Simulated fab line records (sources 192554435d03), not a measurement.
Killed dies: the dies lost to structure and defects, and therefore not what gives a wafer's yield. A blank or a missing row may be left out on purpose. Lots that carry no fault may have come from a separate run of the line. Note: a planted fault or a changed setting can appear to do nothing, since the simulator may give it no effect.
2 desks looking at one fault | flow n5 finfet | each desk holds nothing but its own numbers, with what lay behind them at the end

## THE TOOL OWNER'S DESK: ald sin-03
The tool's own readings at N5_BEOL_M3_ALD_98 (deposits SiO2, target thk 2.5 nm, pulse time 1 s, co reactant pulse time 1 s): means of the sampled wafers that have a number, for each lot that ran on this tool. A lot is out of limits, marked OUT, if its mean lies more than 4 standard deviations from the usual mean; the brackets give that distance.
Columns: A = heater power w at N5_BEOL_M3_ALD_98, usual 78 W; B = precursor pulse height rel at N5_BEOL_M3_ALD_98, usual 1.000
lot  | first seen here | A  | B
L387 | day 7 08:17     | 84 | 1.002
L389 | day 8 12:40     | 82 | 1.000
L392 | day 9 00:20     | 78 | 1.003
L393 | day 9 04:58     | 81 | 0.998
Result from this desk: across the 4 lots, nothing is out of limits.

## AT THE METROLOGY DESK
What the gauges read for every lot (on any tool): the sampled wafers with a number, averaged. A lot is out of limits, marked OUT, if its mean lies more than 4 standard deviations from the usual mean; the brackets give that distance. Readings shown: 7 of its 11, picked as those furthest out on some lot.
Columns: A = cd nm at N5_BEOL_M3_CD_MEAS_28, usual 25.69 nm; B = DIBL_N at N5_BEOL_M4_RC_MEAS_101, usual 36.0 mV/V; C = DIBL_P at N5_BEOL_M4_RC_MEAS_101, usual 36.3 mV/V; D = ION_P at N5_BEOL_M4_RC_MEAS_101, usual 461 uA/um; E = SS_N at N5_BEOL_M4_RC_MEAS_101, usual 71.4 mV/dec; F = SS_P at N5_BEOL_M4_RC_MEAS_101, usual 73.2 mV/dec; G = VT_P at N5_BEOL_M4_RC_MEAS_101, usual -250.9 mV
lot  | first seen here | A     | B    | C    | D   | E    | F    | G
L387 | day 7 07:58     | 25.67 | 36.9 | 37.8 | 465 | 72.5 | 73.6 | -249.0
L389 | day 8 12:14     | 25.84 | 33.7 | 32.4 | 461 | 71.1 | 72.7 | -249.3
L392 | day 9 00:05     | 25.64 | 34.6 | 35.9 | 463 | 71.1 | 73.2 | -252.3
L393 | day 9 04:40     | 25.62 | 36.7 | 37.1 | 464 | 72.0 | 74.1 | -247.2
L396 | day 9 21:32     | 25.99 | 35.8 | 36.5 | 459 | 71.2 | 73.4 | -252.4
L401 | day 10 18:20    | 25.30 | 35.5 | 37.0 | 453 | 71.3 | 73.0 | -255.3
L404 | day 12 02:10    | 25.57 | 36.6 | 37.5 | 466 | 71.6 | 72.9 | -249.8
L406 | day 12 05:40    | 25.70 | 35.5 | 35.1 | 459 | 71.1 | 73.6 | -251.4
L408 | day 12 20:27    | 25.43 | 37.3 | 39.0 | 473 | 71.4 | 73.8 | -247.3
Result from this desk: across the 9 lots, nothing is out of limits.

## TAKEN TOGETHER
Nothing out of limits was seen by the tool owner's desk.
Metrology desk: nothing out of limits seen.

## WHAT THE SIMULATOR PUT IN
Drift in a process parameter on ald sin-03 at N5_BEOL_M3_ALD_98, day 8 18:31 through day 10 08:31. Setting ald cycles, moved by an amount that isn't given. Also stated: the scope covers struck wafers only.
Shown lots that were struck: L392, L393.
